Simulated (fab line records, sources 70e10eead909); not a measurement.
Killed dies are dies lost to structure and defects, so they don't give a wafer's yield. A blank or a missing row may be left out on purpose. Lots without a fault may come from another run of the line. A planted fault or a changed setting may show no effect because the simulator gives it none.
fab line records | flow nand_harc
record lots=12 wafers=36 last_day=34
route steps=1302 shown A_CONTACT@1039 END@1302
lots that met no fault: from a run of the same line without faults
start_h: hours from the record's first day to the start of the lot's first wafer shown | wait_h: hours since the lot's step before | " the same as in the row above | L1.1+2: a row that stands for several wafers | - no value, or no start given | * or withheld: withheld | < > ~ a bound
route shown NAME@n: a module of which the file shows steps, and the number in the route of the first | usual: mean/standard deviation of fault-free wafers | same: alike in all rows | chamber/n: place in a boat | sites: the reading at each site | _std_site: their standard deviation | _edge_site: outer sites' mean less inner sites' | radius_mm: how far each site lies from the wafer's centre | mask NAME#n: copy n | behind: the tool/chamber that last shaped the wafer | hold: why the lot was held/for how many hours/how that ended | device: the transistor (n, p or np) that didn't switch | end of line: the same wafers' tests at the end of the route | a step without rows: its recipe alone | killed: dies lost to structure and defects at the first sort, not the wafer's yield | map: a wafer's dies, x killed, . not, _ none there
set.NAME: the setting as run; set.NAME@STEP: as run at that earlier step | model.NAME: the simulator's own value behind a step, which no gauge read
steps of the route over a sample of lots; a table a step, a row a wafer
services: from which hour (start_h, from the record's first day; less than 0 if before it) a tool's chamber was out of use, for how many hours, and why
## steps
# step NHARC_A_CONTACT_CD_MEAS_69
# recipe target_cd_nm=300 landing_energy_ev=500
# usual cd_nm=300.1/0.44
# columns lot.wafer tool chamber start_h wait_h cd_nm
L393.2 cd_sem-01 0 522.34 - 299.4
L393.3 " 0 " " 299.6
L393.6 " 0 " " 298.9
L396.4 cd_sem-01 0 530.43 - 299.9
L396.5 " 0 " " 300.1
L396.6 " 0 " " 300.8
L395.2 cd_sem-02 0 530.71 - 299.3
L395.3 " 0 " " 300.4
L395.4 " 0 " " 300.4
L398.1 cd_sem-01 0 542.96 - 300.4
L398.3 " 0 " " 300.4
L398.4 " 0 " " 300.7
L399.2 cd_sem-02 0 561.30 - 300.3
L399.4 " 0 " " 300.6
L399.6 " 0 " " 300.4
L400.2 cd_sem-01 0 568.46 - 300.5
L400.3 " 0 " " 299.6
L400.5 " 0 " " 300.2
L404.2 cd_sem-01 0 623.32 - 300.0
L404.3 " 0 " " 300.5
L404.4 " 0 " " 300.7
L408.1 cd_sem-01 0 662.60 - 300.4
L408.2 " 0 " " 299.8
L408.6 " 0 " " 300.3
L406.3 cd_sem-01 0 662.97 - 299.5
L406.4 " 0 " " 300.8
L406.6 " 0 " " 300.7
L416.1 cd_sem-03 0 736.27 - 299.8
L416.2 " 0 " " 300.6
L416.5 " 0 " " 299.6
L414.2 cd_sem-03 0 738.57 - 299.8
L414.5 " 0 " " 299.7
L414.6 " 0 " " 299.6
L415.2 cd_sem-03 0 746.84 - 299.7
L415.3 " 0 " " 300.2
L415.5 " 0 " " 300.4
# step NHARC_A_CONTACT_DESCUM_74
# recipe time_s=3 o2_flow_sccm=200 ar_flow_sccm=0 bias_power_w=0 chemistry=O2
# usual drypump_motor_current_A=5.9/0.31 o2_flow_sccm=200.0/0.53 oes_product_au=1.002/0.008 rf_vpp_V=57.6/0.95 showerhead_plenum_p_Torr=1.90/0.079 throttle_valve_pct=11.313/0.0077
# columns lot.wafer tool chamber start_h wait_h drypump_motor_current_A o2_flow_sccm oes_product_au rf_hours_counter_h rf_vpp_V showerhead_plenum_p_Torr throttle_valve_pct
L393.2 rie_diel-06 1 522.54 0.1 5.9 200.7 1.004 11 59.3 2.07 11.330
L393.3 " 2 " " 5.3 200.1 1.002 11 56.6 1.82 11.300
L393.6 " 3 " " 5.3 200.6 1.016 - 56.9 1.83 11.319
L396.4 rie_diel-04 3 530.62 0.1 5.8 200.0 1.017 28 57.8 1.97 11.317
L396.5 " 3 " " 5.8 199.7 1.015 - 55.2 1.97 11.309
L396.6 " 0 " " 5.8 199.2 0.994 - 57.3 1.84 11.324
L395.3 rie_diel-06 0 530.91 0.1 6.5 199.2 1.013 11 58.8 1.96 11.319
L395.2 " 1 " " 5.9 200.2 1.004 14 58.8 2.07 11.306
L395.4 " 3 " " 5.3 200.9 1.016 9 58.7 1.82 11.309
L398.4 rie_diel-04 0 543.15 0.1 5.8 200.0 1.000 0 57.3 1.84 11.312
L398.1 " 1 " " 5.7 199.6 1.000 0 58.7 1.94 11.321
L398.3 " 3 " " 5.8 199.1 0.991 0 58.9 1.96 11.311
L399.2 rie_diel-04 3 575.61 0.1 5.8 200.5 0.992 3 57.6 1.96 11.314
L399.4 " 1 " " 5.7 200.1 0.983 2 57.1 1.94 11.310
L399.6 " 2 " " 6.2 200.1 0.990 - 56.9 1.80 11.311
L400.2 rie_diel-06 3 575.76 0.1 5.4 200.2 1.017 24 57.1 1.82 11.315
L400.3 " 1 " " 5.9 200.1 1.006 30 58.4 2.07 11.319
L400.5 " 3 " " 5.4 200.1 1.007 - 57.8 1.82 11.320
L404.2 rie_diel-06 2 623.51 0.1 5.3 200.2 1.016 42 58.1 1.81 11.311
L404.3 " 0 " " 6.5 200.0 1.015 35 59.2 1.95 11.327
L404.4 " 1 " " 5.9 199.3 1.001 42 58.1 2.06 11.305
L408.1 rie_diel-04 3 662.79 0.1 5.8 199.1 1.002 17 58.2 1.96 11.315
L408.2 " 0 " " 5.8 200.1 0.994 18 57.8 1.84 11.305
L408.6 " 0 " " 5.8 199.3 0.996 - 57.4 1.84 11.324
L406.3 rie_diel-04 2 663.19 0.1 6.2 200.8 0.999 13 56.6 1.79 11.312
L406.4 " 3 " " 5.8 200.0 1.002 17 57.7 1.96 11.311
L406.6 " 2 " " 6.2 199.0 0.993 - 56.5 1.79 11.312
L416.2 rie_diel-13 2 736.47 0.1 6.3 199.5 0.991 8 59.6 1.94 11.314
L416.1 " 0 " " 5.4 200.4 1.005 7 59.8 2.03 11.298
L416.5 " 2 " " 6.2 199.5 0.984 - 58.6 1.94 11.317
L414.2 rie_diel-13 1 738.78 0.1 5.6 199.4 0.994 7 57.3 1.82 11.321
L414.5 " 2 " " 6.2 200.0 0.990 - 56.3 1.94 11.317
L414.6 " 3 " " 6.2 200.0 1.002 - 58.3 1.95 11.303
L415.3 rie_diel-04 3 747.04 0.1 5.8 200.0 1.006 3 58.9 1.96 11.314
L415.2 " 0 " " 5.8 200.5 1.002 2 56.3 1.84 11.320
L415.5 " 3 " " 5.8 199.1 1.004 - 58.3 1.96 11.315
# step NHARC_A_CONTACT_ETCH_124
# recipe source_w=withheld pressure_mtorr=20 bias_v=withheld time_s=140 target_depth_a=7000 ar_flow_sccm=withheld c4f8_flow_sccm=withheld o2_flow_sccm=withheld chemistry=C4F8/O2/Ar
# usual chamber_pressure_mTorr=19.999/0.016 oes_air_line_au=1.001/0.019
# columns lot.wafer tool chamber start_h wait_h chamber_pressure_mTorr oes_air_line_au rf_hours_counter_h
L393.2 har_cap_etch-02 1 524.20 - 20.043 0.987 83
L393.3 " 1 " " 20.029 0.991 -
L393.6 " 1 " " 20.029 1.002 -
L396.4 har_cap_etch-03 1 532.26 - 19.979 0.979 -
L396.6 " 0 " " 19.998 0.989 -
L396.5 " 1 " " 20.011 1.030 -
L395.2 har_cap_etch-02 0 532.45 - 20.016 1.018 85
L395.3 " 0 " " 20.013 0.995 -
L395.4 " 1 " " 20.002 0.990 -
L398.1 har_cap_etch-02 0 544.71 - 19.985 1.004 89
L398.3 " 0 " " 19.980 1.010 -
L398.4 " 1 " " 19.995 0.966 -
L399.2 har_cap_etch-02 0 577.18 - 20.015 1.031 93
L399.4 " 1 " " 19.981 1.036 -
L399.6 " 0 " " 20.006 1.003 -
L400.2 har_cap_etch-01 1 577.34 - 20.017 0.995 11
L400.3 " 1 " " 20.003 1.014 -
L400.5 " 0 " " 20.004 1.036 -
L404.2 har_cap_etch-03 1 625.05 - - - -
L404.3 " 1 " " - - -
L404.4 " 0 " " - - -
L408.1 har_cap_etch-02 0 664.49 - - - -
L408.2 " 1 " " - - -
L408.6 " 0 " " - - -
L406.3 har_cap_etch-03 1 665.74 - - - -
L406.4 " 0 " " - - -
L406.6 " 0 " " - - -
L416.1 har_cap_etch-03 1 738.00 - 19.996 1.013 81
L416.2 " 0 " " 20.010 0.969 81
L416.5 " 0 " " 20.006 0.993 -
L414.2 har_cap_etch-02 0 740.33 - 19.995 1.010 120
L414.5 " 1 " " 20.034 0.983 -
L414.6 " 0 " " 19.983 1.027 -
L415.2 har_cap_etch-02 0 749.02 - 19.999 1.012 122
L415.3 " 0 " " 19.992 0.997 -
L415.5 " 0 " " 20.001 0.981 -
# step NHARC_A_CONTACT_ETCH_129
# recipe source_w=withheld pressure_mtorr=20 bias_v=3000 time_s=197 target_depth_a=19180 ar_flow_sccm=withheld c4f8_flow_sccm=withheld o2_flow_sccm=withheld chemistry=C4F8/O2/Ar
# usual chamber_pressure_mTorr=20.000/0.017 oes_air_line_au=1.003/0.023
# columns lot.wafer tool chamber start_h wait_h chamber_pressure_mTorr oes_air_line_au rf_hours_counter_h
L393.2 har_cap_etch-02 1 525.10 0.1 19.995 1.031 84
L393.3 " 1 " " 20.004 1.000 -
L393.6 " 1 " " 19.977 1.027 -
L396.4 har_cap_etch-03 1 533.16 0.1 20.000 1.013 -
L396.6 " 0 " " 19.980 1.014 -
L396.5 " 1 " " 20.014 1.026 -
L395.2 har_cap_etch-02 0 533.36 0.1 20.015 1.029 85
L395.3 " 0 " " 20.010 1.045 -
L395.4 " 1 " " 19.984 1.013 -
L398.1 har_cap_etch-02 0 545.61 0.1 19.959 1.028 90
L398.3 " 0 " " 19.986 1.049 -
L398.4 " 1 " " 19.988 1.032 -
L399.2 har_cap_etch-02 0 578.08 0.1 20.018 1.003 94
L399.4 " 1 " " 19.992 1.028 -
L399.6 " 0 " " 20.010 0.978 -
L400.2 har_cap_etch-01 1 578.24 0.1 19.983 1.004 12
L400.3 " 1 " " 19.958 1.007 -
L400.5 " 0 " " 19.992 1.049 -
L404.2 har_cap_etch-03 1 625.95 0.1 19.997 0.969 63
L404.3 " 1 " " 19.987 0.992 -
L404.4 " 0 " " 19.981 1.007 -
L408.1 har_cap_etch-02 0 665.40 0.1 19.996 0.973 107
L408.2 " 1 " " 19.987 0.983 107
L408.6 " 0 " " 20.010 1.004 -
L406.3 har_cap_etch-03 1 666.63 0.1 19.994 0.970 -
L406.4 " 0 " " 20.007 1.027 -
L406.6 " 0 " " 20.005 0.994 -
L416.1 har_cap_etch-03 1 738.91 0.1 19.993 1.034 82
L416.2 " 0 " " 19.992 1.044 82
L416.5 " 0 " " 20.008 1.018 -
L414.2 har_cap_etch-02 0 741.23 0.1 19.998 1.006 121
L414.5 " 1 " " 19.991 1.026 -
L414.6 " 0 " " 20.032 0.989 -
L415.2 har_cap_etch-02 0 749.92 0.1 19.976 1.004 122
L415.3 " 0 " " 20.004 1.008 -
L415.5 " 0 " " 19.986 1.032 -
# step NHARC_END_SORT_01
# recipe temp_c=25
# usual killed_at_array=58/20 killed_at_other=0.9/1.4 killed_at_periphery=4/3.1 killed_dies=63/20 killed_open=3.3/1.8 killed_short=2.4/1.5
# same gross_dies=677
# columns lot.wafer tool chamber start_h wait_h killed_at_array killed_at_other killed_at_periphery killed_dies killed_open killed_short
L404.2 prober-01 0 688.57 2.8 673 0 4 677 7 3
L404.3 prober-01 0 689.36 3.1 673 0 4 677 1 2
L404.4 prober-01 0 690.15 3.4 665 1 11 677 2 4
L408.1 prober-02 0 722.66 2.5 673 0 4 677 4 2
L408.2 prober-02 0 723.47 2.8 674 0 3 677 6 5
L408.6 prober-02 0 726.69 4.0 675 2 0 677 5 2
L406.3 prober-01 0 724.15 3.0 673 1 3 677 5 4
L406.4 prober-01 0 724.94 3.3 671 0 6 677 2 0
L406.6 prober-01 0 726.52 4.0 673 1 3 677 4 4
# killed by level:class
L404.2 A_CONTACT:area_etch=608 A_CHANNEL_HOLE_D1:chamber_film_flake=30 A_SLIT:chamber_film_flake=14 A_CHANNEL_HOLE_D2:chamber_film_flake=5 A_CONTACT:chamber_film_flake=5 A_STAIRCASE:chamber_film_flake=3 A_WL_FILL:geometric_particle:short=2 A_M0:geometric_particle:open=2
L404.3 A_CONTACT:area_etch=614 A_CHANNEL_HOLE_D1:chamber_film_flake=28 A_SLIT:chamber_film_flake=14 A_STAIRCASE:chamber_film_flake=7 A_CHANNEL_HOLE_D2:chamber_film_flake=5 P_BONDPAD:chamber_film_flake=2 A_CONTACT:chamber_film_flake=2 P_M1:geometric_particle:short=1
L404.4 A_CONTACT:area_etch=587 A_CHANNEL_HOLE_D1:chamber_film_flake=34 A_SLIT:chamber_film_flake=20 A_CHANNEL_HOLE_D2:chamber_film_flake=11 P_BONDPAD:chamber_film_flake=4 A_CONTACT:chamber_film_flake=4 A_STAIRCASE:chamber_film_flake=3 P_ZERO_WELL:chamber_film_flake=2
L408.1 A_CONTACT:area_etch=621 A_CHANNEL_HOLE_D1:chamber_film_flake=28 A_CHANNEL_HOLE_D2:chamber_film_flake=10 A_SLIT:chamber_film_flake=3 A_DECK1_JOINT:chamber_film_flake=3 P_CONTACT:geometric_particle:open=2 A_ONON_D1:geometric_particle:open=2 P_ZERO_WELL:chamber_film_flake=2
L408.2 A_CONTACT:area_etch=594 A_CHANNEL_HOLE_D1:chamber_film_flake=36 A_CHANNEL_HOLE_D2:chamber_film_flake=19 A_CONTACT:chamber_film_flake=4 P_ZERO_WELL:chamber_film_flake=3 A_DECK1_JOINT:chamber_film_flake=3 A_STAIRCASE:chamber_film_flake=3 A_CHANNEL_FILL_D2:geometric_particle:open=2
L406.3 A_CONTACT:area_etch=609 A_CHANNEL_HOLE_D1:chamber_film_flake=28 A_CHANNEL_HOLE_D2:chamber_film_flake=21 A_CONTACT:chamber_film_flake=3 A_STAIRCASE:chamber_film_flake=2 P_CONTACT:geometric_particle:open=1 A_SOURCE_PLATE:geometric_particle:open=1 A_ONON_D1:geometric_particle:short=1
L406.4 A_CONTACT:area_etch=609 A_CHANNEL_HOLE_D1:chamber_film_flake=40 A_CHANNEL_HOLE_D2:chamber_film_flake=11 A_SLIT:chamber_film_flake=5 A_STAIRCASE:chamber_film_flake=5 P_ZERO_WELL:chamber_film_flake=3 P_BONDPAD:chamber_film_flake=2 P_CONTACT:geometric_particle:open=1
L406.6 A_CONTACT:area_etch=599 A_CHANNEL_HOLE_D1:chamber_film_flake=26 A_CHANNEL_HOLE_D2:chamber_film_flake=25 A_STAIRCASE:chamber_film_flake=10 A_SLIT:chamber_film_flake=3 P_ZERO_WELL:chamber_film_flake=2 A_CONTACT:chamber_film_flake=2 P_CONTACT:geometric_particle:open=1
L408.6 A_CONTACT:area_etch=598 A_CHANNEL_HOLE_D1:chamber_film_flake=37 A_CHANNEL_HOLE_D2:chamber_film_flake=23 A_SLIT:chamber_film_flake=4 A_CONTACT:chamber_film_flake=3 A_M1:geometric_particle:open=2 A_SOURCE_PLATE:geometric_particle:short=1 A_ONON_D2:geometric_particle:short=1
## services
# columns tool chamber start_h hours kind
rie_diel-04 0 511.68 - clean
rie_diel-04 1 511.68 - clean
rie_diel-04 2 511.68 - clean
rie_diel-04 3 511.68 - clean
har_cap_etch-01 - 515.96 1.0 repair
rie_diel-13 - 519.00 9.0 pm
har_cap_etch-02 - 519.25 0.3 repair
rie_diel-13 3 528.26 14.9 repair
rie_diel-04 - 532.65 9.0 pm
rie_diel-04 0 532.65 9.0 vent_cycle
rie_diel-04 1 532.65 9.0 vent_cycle
rie_diel-04 2 532.65 9.0 vent_cycle
rie_diel-04 3 532.65 9.0 vent_cycle
rie_diel-04 0 541.65 - clean
har_cap_etch-03 - 543.26 2.5 repair
har_cap_etch-02 - 574.81 0.7 repair
rie_diel-04 2 628.00 28.6 repair
rie_diel-04 3 639.10 1.6 repair
rie_diel-06 0 640.55 9.3 repair
rie_diel-06 - 663.29 9.0 pm
rie_diel-13 - 696.12 9.0 pm
rie_diel-04 - 709.65 9.0 pm
rie_diel-06 1 723.40 11.9 repair
rie_diel-13 - 743.94 0.9 repair
## key
first_sign step=NHARC_A_CONTACT_ETCH_124 reading=tool_record direction=missing
effect step=NHARC_END_SORT_01 reading=killed_at_array direction=up sigmas=31 usual=58 struck=672
more_kills_born_at NHARC_A_CONTACT_ETCH_124@har_cap_etch-03=3626 NHARC_A_CONTACT_ETCH_124@har_cap_etch-02=1813
met_at NHARC_A_CONTACT_ETCH_124
struck_lots L404,L406,L408
later_rows_left_out L404.2,L404.3,L404.4,L406.3,L406.4,L406.6,L408.1,L408.2,L408.6
tester_left_out L404,L406,L408
not_acting_at NHARC_A_CONTACT_CD_MEAS_69,NHARC_A_CONTACT_DESCUM_74,NHARC_A_CONTACT_ETCH_129
onset_between 577.18 625.05
fault kind=skipped_step_whole tool=har_cap_etch-02,har_cap_etch-03 chamber=- onset_h=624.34 steps=NHARC_A_CONTACT_ETCH_124 scope=struck_lots_only
# tester_left_out: of these lots the tester's yield and bins aren't shown, on N5 and GAA mostly nor the transistor test; their killed dies are dies lost to structure and defects alone, not to doping, threshold or leakage, so they don't give the yield
# later_rows_left_out: the simulator's readings of these wafers behind a module that went badly wrong aren't trusted and aren't shown, but for the sort
